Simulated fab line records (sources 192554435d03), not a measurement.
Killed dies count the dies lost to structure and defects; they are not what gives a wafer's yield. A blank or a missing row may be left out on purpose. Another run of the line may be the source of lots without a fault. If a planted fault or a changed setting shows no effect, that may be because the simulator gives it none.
A struck lot beside a sound one || flow n5-finfet || 43 steps out of a route of 1938
Sound: the wafers L715.1, L715.3, L715.4. Struck: wafer L732.3 (left out: L732.6, a lot-mate that was not struck); the cause follows at the end.
Per side, at each step with rows, come the tool, then ch with its chambers, and then its first start. Under that, the readings that differ: sound wafers || struck wafers || difference of the means || sigmas: that difference in standard deviations of wafers without a fault.
alike: readings with means less than 2 such deviations apart, plus words and numbers identical on both sides. not compared: withheld readings, readings lacking a value on some wafer, bounds such as >300 that could conceal the same value, and numbers that have no deviation in the record and whose values overlap.
A row with sigmas, a row that says differs or no value, or rows on one side alone: a step with any of these is where the two part. Non-overlapping numbers with no deviation appear without sigmas and do not part them. A reading missing from all wafers of one side parts the sides only when that side holds two or more wafers.

first, 7 steps without rows for these wafers: N5_BEOL_M9_COAT_60 (time 60 s, resist thk 30 nm); N5_BEOL_M9_COAT_05 (resist thk 90 nm); N5_BEOL_M9_EBR_07; N5_BEOL_M9_SOFTBAKE_06 (time 60 s); N5_BEOL_M9_EXPOSE_08 (exposes mask M9); N5_BEOL_M9_PEB_09 (peb time 60 s); N5_BEOL_M9_DEVELOP_10 (develop time 30 s).
N5_BEOL_M9_CD_MEAS_11: target cd 64.1 nm.
  sound on cd-sem-02 ch 0, day 9 21:53; struck on cd-sem-02 ch 0, day 14 09:42
  alike: cd-nm
N5_BEOL_M9_OVL_MEAS_12:
  sound on overlay-02 ch 0, day 9 21:55; struck on overlay-01 ch 0, day 14 09:44
  alike: M9_OVL
N5_BEOL_M9_INSPECT_13: inspects for defects (brightfield).
  sound on defect-inspect-01, day 9 21:56; struck on defect-inspect-01, day 14 09:45
  alike: raw-defect-count
N5_BEOL_M9_DESCUM_16: chemistry O2, time 7.9 s.
  sound on rie-diel-02 ch 0,2,3, day 9 21:59; struck on rie-diel-04 ch 2, day 14 09:47
{"reading": "rf-hours-counter-h (h)", "sound": "188 7 29", "struck": 210, "difference": "+135", "sigmas": ""}
{"reading": "showerhead-plenum-p-Torr (Torr)", "sound": "2.10 2.13 2.22", "struck": 2.00, "difference": -0.15, "sigmas": -2}
  alike: chamber-pressure-mTorr, drypump-motor-current-A, oes-product-au, rf-vpp-V, throttle-valve-pct
then, 1 step without rows for these wafers: N5_BEOL_M9_ETCH_61 (etches SiARC in CF4, target depth 39 nm, time 65 s).
N5_BEOL_M9_ETCH_62: etches SOC in N2/H2, target depth 110 nm, overetch 22 nm, time 165 s.
  sound on rie-diel-02 ch 0,2,3, day 9 22:04; struck on rie-diel-04 ch 2, day 14 09:52
{"reading": "rf-hours-counter-h (h)", "sound": "188 7 29", "struck": 210, "difference": "+135", "sigmas": ""}
{"reading": "rf-vpp-V (V)", "sound": "523.2 526.2 529.0", "struck": 520.1, "difference": -6.0, "sigmas": -3}
{"reading": "showerhead-plenum-p-Torr (Torr)", "sound": "2.51 2.63 2.68", "struck": 2.42, "difference": -0.19, "sigmas": -2}
{"reading": "model.SiARC_of_BEOL_M9_COAT_60.thk-nm (nm)", "sound": "23.8 24.2 23.6", "struck": 25.2, "difference": "+1.3", "sigmas": ""}
  alike: chamber-pressure-mTorr, drypump-motor-current-A, oes-product-au, throttle-valve-pct
then, 2 steps without rows for these wafers: N5_BEOL_M9_STRIP_68 (strips in N2/H2); N5_BEOL_M9_STRIP_67 (strips in CF4).
N5_BEOL_M9_HM_OPEN_17: chemistry Cl2/BCl3, target TiN, target depth 20 nm, overetch 6 nm.
  sound on rie-metal-03 ch 0,1, day 9 22:15; struck on rie-metal-03 ch 1, day 14 10:05
  alike: chamber-pressure-mTorr, drypump-motor-current-A, oes-product-au, throttle-valve-pct
  not compared: rf-hours-counter-h
then, 1 step without rows for these wafers: N5_BEOL_M9_STRIP_19 (strips in O2).
N5_BEOL_M9_CD_MEAS_18: pitch 140 nm, target cd 70 nm.
  sound on cd-sem-02, day 9 22:28; struck on cd-sem-01, day 14 10:14
  alike: cd-nm
then, 9 steps without rows for these wafers: N5_BEOL_M9_COAT_63 (time 60 s, resist thk 60 nm); N5_BEOL_M9_COAT_64 (time 60 s, resist thk 12 nm); N5_BEOL_M9_COAT_75 (time 60 s, resist thk 5 nm); N5_BEOL_M9_COAT_22 (resist thk 30 nm); N5_BEOL_M9_EBR_24; N5_BEOL_M9_SOFTBAKE_23 (time 60 s); N5_BEOL_M9_EXPOSE_25 (exposes mask V8); N5_BEOL_M9_PEB_26 (peb time 60 s); N5_BEOL_M9_DEVELOP_27 (develop time 30 s).
N5_BEOL_M9_CD_MEAS_28: target cd 70 nm.
  sound on cd-sem-01 ch 0, day 10 01:07; struck on cd-sem-03 ch 0, day 14 11:07
  alike: cd-nm
N5_BEOL_M9_OVL_MEAS_29:
  sound on overlay-02 ch 0, day 10 01:08; struck on overlay-01 ch 0, day 14 11:11
  alike: V8_OVL
N5_BEOL_M9_INSPECT_30: inspects for defects (brightfield).
  sound on defect-inspect-02, day 10 01:11; struck on defect-inspect-02, day 14 11:14
  alike: raw-defect-count
N5_BEOL_M9_DESCUM_33: chemistry O2, time 7 s.
  sound on rie-diel-02 ch 0,1,2, day 10 01:28; struck on rie-diel-04 ch 0, day 14 11:16
{"reading": "oes-product-au (a.u.)", "sound": "0.93 0.87 0.74", "struck": 0.70, "difference": -0.15, "sigmas": -2}
{"reading": "rf-hours-counter-h (h)", "sound": "9 30 173", "struck": 216, "difference": "+145", "sigmas": ""}
  alike: chamber-pressure-mTorr, drypump-motor-current-A, rf-vpp-V, showerhead-plenum-p-Torr, throttle-valve-pct
then, 5 steps without rows for these wafers: N5_BEOL_M9_ETCH_76 (etches underlayer in N2/H2, target depth 6.5 nm, time 5.2 s); N5_BEOL_M9_ETCH_65 (etches SiARC in CF4, target depth 15.6 nm, time 26 s); N5_BEOL_M9_ETCH_66 (etches SOC in N2/H2, target depth 80 nm, overetch 16 nm, time 120 s); N5_BEOL_M9_STRIP_69 (strips in N2/H2); N5_BEOL_M9_STRIP_77 (strips in N2/H2).
N5_BEOL_M9_VIA_ETCH_34: etches SiCOH lowk in C4F6/O2, target depth 182.4 nm, time 68.4 s.
  sound on rie-diel-02 ch 0,1,2, day 10 01:39; struck on rie-diel-04 ch 0, day 14 11:27
{"reading": "oes-product-au (a.u.)", "sound": "0.93 0.88 0.74", "struck": 0.63, "difference": -0.22, "sigmas": -3}
{"reading": "rf-hours-counter-h (h)", "sound": "9 30 173", "struck": 217, "difference": "+146", "sigmas": ""}
{"reading": "rf-vpp-V (V)", "sound": "631 651 662", "struck": 712, "difference": "+64", "sigmas": "+3"}
  alike: chamber-pressure-mTorr, drypump-motor-current-A, showerhead-plenum-p-Torr, throttle-valve-pct
then, 3 steps without rows for these wafers: N5_BEOL_M9_STRIP_73 (strips in C4F6/O2); N5_BEOL_M9_STRIP_36 (strips in N2/H2); N5_BEOL_M9_TRENCH_ETCH_37 (etches SiCOH lowk in C4F6/O2, target depth 151.43 nm, time 49 s).
N5_BEOL_M9_ETCH_41: etches SiCN in CH3F/O2, target depth 36.6 nm, time 70.1 s.
  sound: rie-diel-02 ch 0,1,2; struck: rie-diel-04 ch 0
{"reading": "oes-product-au (a.u.)", "sound": "0.92 0.87 0.73", "struck": 0.69, "difference": -0.15, "sigmas": -2}
{"reading": "rf-hours-counter-h (h)", "sound": "9 30 173", "struck": 217, "difference": "+146", "sigmas": ""}
  alike: chamber-pressure-mTorr, drypump-motor-current-A, rf-vpp-V, showerhead-plenum-p-Torr, throttle-valve-pct
then, 1 step without rows for these wafers: N5_BEOL_M9_STRIP_80 (strips in N2/H2, time 10 s).
N5_BEOL_M9_OCD_MEAS_38:
  sound on ocd-01, day 10 01:55; struck on ocd-02, day 14 11:44
{"reading": "trench-depth-nm (nm)", "sound": "145 153 150", "struck": 125, "difference": -24, "sigmas": -5}

WHERE THEY PART
First at N5_BEOL_M9_DESCUM_16; last, within this record, at N5_BEOL_M9_OCD_MEAS_38.

WHY: whatever the simulator had introduced
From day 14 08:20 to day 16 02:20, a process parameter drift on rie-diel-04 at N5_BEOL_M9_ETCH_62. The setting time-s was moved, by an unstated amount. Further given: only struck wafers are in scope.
